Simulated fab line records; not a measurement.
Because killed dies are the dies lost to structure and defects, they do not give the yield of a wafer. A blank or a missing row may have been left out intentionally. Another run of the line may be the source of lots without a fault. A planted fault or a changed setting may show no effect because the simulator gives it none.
Split-lot trial ; flow n5Finfet ; route with 1938 steps; 7 lots, 39 wafers read

== THE SPLIT ==
At N5_MIM_BOT_SPUTTER_00 (material TiN, target thk 35 nm, time 89.7 s), the setting targetThkA was moved away from the recipe's 350 angstrom on 15 of the 39 wafers read, by -43.8% to +51.0%. For the rest of the wafers, this setting stayed at what the recipe calls for.

The split's own step is where the reading is taken.

== THE READING ==
TiN_of_MIM_BOT_SPUTTER_00.thkNm (the simulator's own value, which no gauge read), in nm, at N5_MIM_BOT_SPUTTER_00 (material TiN, target thk 35 nm, time 89.7 s). No usual value for it is given in the file. The 24 wafers here that ran the recipe average 35.1 nm, standard deviation 0.29 nm.

wafer;tool, chamber at the split;targetThkA as run, angstrom;against the recipe;TiN_of_MIM_BOT_SPUTTER_00.thkNm, nm;against lot-mates on the recipe
L078.1;pvdSputter-01, -;350;recipe;35.2;-
L078.2;pvdSputter-01, -;350;recipe;35.2;-
L078.3;pvdSputter-01, -;407.1;+16.3%;40.6;+5.5
L078.4;pvdSputter-01, -;407.1;+16.3%;40.6;+5.5
L078.5;pvdSputter-01, -;350;recipe;35;-
L078.6;pvdSputter-01, -;407.1;+16.3%;40.8;+5.7
L085.1;pvdSputter-03, -;350;recipe;35.2;-
L085.3;pvdSputter-03, -;350;recipe;35.2;-
L085.2;pvdSputter-03, -;528.6;+51.0%;53;+17.9
L085.4;pvdSputter-03, -;528.6;+51.0%;53.8;+18.7
L085.5;pvdSputter-03, -;350;recipe;34.8;-
L085.6;pvdSputter-03, -;528.6;+51.0%;53.2;+18.1
L084.1;pvdSputter-02, -;196.8;-43.8%;19.6;-15.3
L084.5;pvdSputter-02, -;196.8;-43.8%;19.6;-15.3
L084.2;pvdSputter-02, -;196.8;-43.8%;19;-15.9
L084.3;pvdSputter-02, -;350;recipe;34.6;-
L084.4;pvdSputter-02, -;350;recipe;35.2;-
L084.6;pvdSputter-02, -;350;recipe;35;-
L091.1;pvdSputter-01, -;350;recipe;35;-
L091.2;pvdSputter-01, -;350;recipe;34.6;-
L091.3;pvdSputter-01, -;268.8;-23.2%;27;-7.7
L091.4;pvdSputter-01, -;268.8;-23.2%;26.6;-8.1
L091.6;pvdSputter-01, -;268.8;-23.2%;26.6;-8.1
L091.5;pvdSputter-01, -;350;recipe;34.4;-
L093.1;pvdSputter-01, -;350;recipe;35.2;-
L093.5;pvdSputter-01, -;350;recipe;35.2;-
L093.6;pvdSputter-01, -;350;recipe;35.2;-
L093.2;pvdSputter-01, -;350;recipe;34.8;-
L093.3;pvdSputter-01, -;350;recipe;34.8;-
L093.4;pvdSputter-01, -;350;recipe;35;-
L097.1;pvdSputter-01, -;350;recipe;35;-
L097.5;pvdSputter-01, -;350;recipe;34.8;-
L097.6;pvdSputter-01, -;350;recipe;35.4;-
L095.1;pvdSputter-01, -;251.6;-28.1%;25.2;-10.3
L095.2;pvdSputter-01, -;350;recipe;35.6;-
L095.6;pvdSputter-01, -;350;recipe;35.6;-
L095.3;pvdSputter-01, -;251.6;-28.1%;25.4;-10.1
L095.4;pvdSputter-01, -;251.6;-28.1%;25.8;-9.7
L095.5;pvdSputter-01, -;350;recipe;35.2;-

THE FIT
A straight line over all 39 wafers: TiN_of_MIM_BOT_SPUTTER_00.thkNm changes by +0.355 nm for each +1% of targetThkA; r = +1.00; the points scatter about the line by 0.31 nm.
The same after taking each lot's own level away (the mean of its wafers on the recipe; 39 wafers): +0.355 nm for each +1%; r = +1.00; scatter 0.26 nm.
That fit puts the effect of the largest move of targetThkA on the reading at 18 nm.
Across the lots, their own levels run from 34.67 to 35.47 nm, a range of 2.8 times the standard deviation given above.
So the lot-to-lot level changes the slope little: the two slopes agree.
Check: for one of the wafers moved furthest among these (+51.0%), held out of the fit, the line's prediction against its lot-mates is +18.1 nm. Against them it came out at +17.9 nm.

== ADDITIONAL SPLITS CARRIED BY THESE WAFERS ==
Before the reading, these wafers also passed through other splits. Each is held against what the fit with the lots' levels taken away leaves over:
other split on the same wafers;wafers away from the commonest value;r with TiN_of_MIM_BOT_SPUTTER_00.thkNm (lot level and that fit taken away)
N5_BEOL_M5_CVD_47 targetThkA;9;+0.02
N5_BEOL_M8_CURE_75 timeS;12;+0.26
N5_BEOL_M11_PECVD_70 timeS;18;-0.04
N5_BEOL_M15_ILD_DEP_00 timeS;12;-0.11

== FILE'S OWN FIT ==
TiN_of_MIM_BOT_SPUTTER_00.thkNm changes by +0.354 nm for each +1% of targetThkA, r = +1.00.
